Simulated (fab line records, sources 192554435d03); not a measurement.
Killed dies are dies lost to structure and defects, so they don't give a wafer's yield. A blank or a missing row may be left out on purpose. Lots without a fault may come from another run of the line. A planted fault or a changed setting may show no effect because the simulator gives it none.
Which tool did it? | flow n5_finfet | 13 lots, 39 wafers sampled, at 4 steps of a route of 1938

WHAT THE GAUGES READ, wafer by wafer
N5_HKMG_FIN_CD_MEAS_12: target cd 92.8 nm.
lot  | measured    | on        | cd_nm (nm)
L895 | day 4 18:23 | cd_sem-02 | 92.3 92.6 93.0
L896 | day 4 22:28 | cd_sem-02 | 94.3 92.5 92.9
L898 | day 5 08:45 | cd_sem-01 | 91.8 92.9 92.4
L899 | day 5 15:18 | cd_sem-03 | 92.6 92.3 93.4
L901 | day 6 06:10 | cd_sem-03 | 93.1 93.0 94.2
L902 | day 6 11:02 | cd_sem-01 | 93.3 92.6 92.9
L903 | day 6 16:31 | cd_sem-01 | 92.6 92.2 92.8
L904 | day 6 22:53 | cd_sem-02 | 93.3 93.4 93.5
L905 | day 7 03:43 | cd_sem-01 | 93.5 92.6 92.9
L906 | day 7 08:55 | cd_sem-03 | 93.1 93.3 94.0
L912 | day 8 19:54 | cd_sem-01 | 93.4 92.7 93.5
L914 | day 9 08:44 | cd_sem-02 | 84.8 86.9 70.7
L916 | day 9 20:01 | cd_sem-01 | 93.1 92.9 92.6

WHICH TOOL RAN EACH LOT (tool, then ch and the chambers of the sampled wafers, then the start)
lot  | N5_HKMG_FIN_STRIP_57              | N5_HKMG_FIN_ETCH_58               | N5_HKMG_FIN_EXPOSE_09
L895 | rie_diel-03 ch 0,1,2, day 4 15:22 | rie_diel-03 ch 0,1,2, day 4 15:23 | arfi_scanner-02 ch 0, day 4 18:16
L896 | rie_diel-04 ch 2,3, day 4 19:28   | rie_diel-04 ch 2,3, day 4 19:29   | arfi_scanner-03 ch 0, day 4 22:21
L898 | rie_diel-03 ch 0,1,3, day 5 05:45 | rie_diel-03 ch 0,1,3, day 5 05:46 | arfi_scanner-02 ch 0, day 5 08:38
L899 | rie_diel-03 ch 0,1, day 5 12:17   | rie_diel-03 ch 0,1, day 5 12:18   | arfi_scanner-03 ch 0, day 5 15:11
L901 | rie_diel-01 ch 1,2,3, day 6 03:10 | rie_diel-01 ch 1,2,3, day 6 03:11 | arfi_scanner-01 ch 0, day 6 06:03
L902 | rie_diel-04 ch 0,1,2, day 6 07:51 | rie_diel-04 ch 0,1,2, day 6 07:52 | arfi_scanner-03 ch 0, day 6 10:55
L903 | rie_diel-04 ch 0,1,3, day 6 13:31 | rie_diel-04 ch 0,1,3, day 6 13:32 | arfi_scanner-02 ch 0, day 6 16:25
L904 | rie_diel-01 ch 1,2,3, day 6 20:01 | rie_diel-01 ch 1,2,3, day 6 20:02 | arfi_scanner-02 ch 0, day 6 22:46
L905 | rie_diel-04 ch 0,1,3, day 7 00:43 | rie_diel-04 ch 0,1,3, day 7 00:44 | arfi_scanner-03 ch 0, day 7 03:36
L906 | rie_diel-01 ch 1,2,3, day 7 05:56 | rie_diel-01 ch 1,2,3, day 7 05:57 | arfi_scanner-02 ch 0, day 7 08:48
L912 | rie_diel-04 ch 0,1, day 8 17:02   | rie_diel-04 ch 0,1, day 8 17:03   | arfi_scanner-01 ch 0, day 8 19:47
L914 | rie_diel-04 ch 0,1,3, day 9 05:44 | rie_diel-04 ch 0,1,3, day 9 05:45 | arfi_scanner-03 ch 0, day 9 08:37
L916 | rie_diel-01 ch 0,1, day 9 16:47   | rie_diel-01 ch 0,1, day 9 16:49   | arfi_scanner-01 ch 0, day 9 19:53
- N5_HKMG_FIN_STRIP_57: strips in CF4.
- N5_HKMG_FIN_ETCH_58: etches SOC in N2/H2, target depth 215.8 nm, time 741 s.
- N5_HKMG_FIN_EXPOSE_09: exposes mask NWFM.

WHAT THE TOOLS THEMSELVES READ (means of the sampled wafers that have a number; where no wafer has one, the mark that the record gives instead)
N5_HKMG_FIN_STRIP_57.
lot  | tool        | chamber_pressure_mTorr (mTorr) | drypump_motor_current_A (A) | oes_product_au (a.u.) | rf_vpp_V (V) | showerhead_plenum_p_Torr (Torr) | throttle_valve_pct (%)
L895 | rie_diel-03 | 49.96                          | 5.54                        | 0.69                  | 271.9        | 1.79                            | 13.72
L896 | rie_diel-04 | 50.05                          | 5.27                        | 0.74                  | 270.7        | 1.79                            | 13.56
L898 | rie_diel-03 | 50.00                          | 5.69                        | 0.75                  | 271.8        | 1.83                            | 13.55
L899 | rie_diel-03 | 50.01                          | 5.84                        | 0.69                  | 272.0        | 1.84                            | 13.71
L901 | rie_diel-01 | 49.96                          | 5.56                        | 0.79                  | 269.7        | 1.73                            | 13.53
L902 | rie_diel-04 | 49.99                          | 5.60                        | 0.71                  | 270.1        | 1.76                            | 13.60
L903 | rie_diel-04 | 49.99                          | 5.55                        | 0.72                  | 270.8        | 1.76                            | 13.57
L904 | rie_diel-01 | 49.99                          | 5.54                        | 0.79                  | 269.5        | 1.73                            | 13.55
L905 | rie_diel-04 | 49.97                          | 5.55                        | 0.73                  | 270.6        | 1.76                            | 13.58
L906 | rie_diel-01 | 49.98                          | 5.56                        | 0.77                  | 269.5        | 1.73                            | 13.55
L912 | rie_diel-04 | 49.99                          | 5.77                        | 0.71                  | 270.6        | 1.73                            | 13.63
L914 | rie_diel-04 | 50.02                          | 5.55                        | 0.72                  | 269.8        | 1.75                            | 13.61
L916 | rie_diel-01 | 50.01                          | 5.55                        | 0.69                  | 270.5        | 1.75                            | 13.64

N5_HKMG_FIN_ETCH_58.
lot  | tool        | chamber_pressure_mTorr (mTorr) | drypump_motor_current_A (A) | oes_product_au (a.u.) | rf_vpp_V (V) | showerhead_plenum_p_Torr (Torr) | throttle_valve_pct (%)
L895 | rie_diel-03 | 29.996                         | 5.54                        | 0.70                  | 99.0         | 2.55                            | 17.94
L896 | rie_diel-04 | 30.010                         | 5.28                        | 0.75                  | 99.5         | 2.54                            | 17.76
L898 | rie_diel-03 | 29.993                         | 5.71                        | 0.76                  | 99.9         | 2.61                            | 17.79
L899 | rie_diel-03 | 29.989                         | 5.84                        | 0.69                  | 98.7         | 2.62                            | 17.90
L901 | rie_diel-01 | 30.020                         | 5.56                        | 0.79                  | 98.1         | 2.44                            | 17.64
L902 | rie_diel-04 | 30.002                         | 5.63                        | 0.72                  | 99.2         | 2.49                            | 17.72
L903 | rie_diel-04 | 29.996                         | 5.57                        | 0.73                  | 98.4         | 2.51                            | 17.82
L904 | rie_diel-01 | 29.996                         | 5.56                        | 0.77                  | 98.9         | 2.44                            | 17.63
L905 | rie_diel-04 | 30.005                         | 5.56                        | 0.73                  | 99.5         | 2.50                            | 17.82
L906 | rie_diel-01 | 30.000                         | 5.55                        | 0.79                  | 98.8         | 2.44                            | 17.65
L912 | rie_diel-04 | 30.035                         | 5.80                        | 0.72                  | 98.8         | 2.45                            | 17.78
L914 | rie_diel-04 | 30.000                         | 5.55                        | 0.71                  | 98.7         | 2.50                            | 17.86
L916 | rie_diel-01 | 29.974                         | 5.54                        | 0.68                  | 98.1         | 2.47                            | 17.78

N5_HKMG_FIN_EXPOSE_09.
lot  | tool            | exposure_dose_mJ_cm2 | stage_vel_mm_s (mm/s)
L895 | arfi_scanner-02 | 39.26                | 500.06
L896 | arfi_scanner-03 | 39.27                | 500.12
L898 | arfi_scanner-02 | 39.24                | 500.05
L899 | arfi_scanner-03 | 39.27                | 500.15
L901 | arfi_scanner-01 | 39.21                | 499.98
L902 | arfi_scanner-03 | 39.25                | 500.15
L903 | arfi_scanner-02 | 39.20                | 499.83
L904 | arfi_scanner-02 | 39.21                | 499.96
L905 | arfi_scanner-03 | 39.23                | 500.19
L906 | arfi_scanner-02 | 39.24                | 500.24
L912 | arfi_scanner-01 | 39.20                | 500.06
L914 | arfi_scanner-03 | 40.25                | 499.71
L916 | arfi_scanner-01 | 39.21                | 500.23

THE ANSWER, worked out from the rows above alone
Rule: what is usual is taken from the lots themselves. Put in order of their means at a reading, lots are off if they are a third of the lots or fewer, leave a main group of 4 or more, and stand apart from it by a gap of 3 or more times the standard deviation of the main group's means; of several such gaps the widest counts. A main group whose means are all the same, to the digits that the tables above print for the reading, isn't used. A lot without any number at a reading at which 4 lots or more have one is off too. The other lots that the step has rows for count as sound. The gauges are gone through in route order, then the tools' own readings, and for those a lot's mean is taken as printed above. The first step at which some lot is off is used, and at that step the reading that is off furthest; a lot without a number counts as furthest.
Off: L914, at N5_HKMG_FIN_CD_MEAS_12 (cd_nm). The main group: mean 93.0 nm, standard deviation 0.35.
A tool fits if, at a process step before that reading, it ran every lot that is off, and no sound lot after the first of them. The gauges at N5_HKMG_FIN_CD_MEAS_12 aren't tried: what is off there is off at N5_HKMG_FIN_EXPOSE_09 too, on other tools, and a gauge's error can't cause that. Can't be told from this: 2 tools fit, rie_diel-04 at N5_HKMG_FIN_STRIP_57 and N5_HKMG_FIN_ETCH_58, arfi_scanner-03 at N5_HKMG_FIN_EXPOSE_09.

WHAT THE SIMULATOR HAD PUT IN
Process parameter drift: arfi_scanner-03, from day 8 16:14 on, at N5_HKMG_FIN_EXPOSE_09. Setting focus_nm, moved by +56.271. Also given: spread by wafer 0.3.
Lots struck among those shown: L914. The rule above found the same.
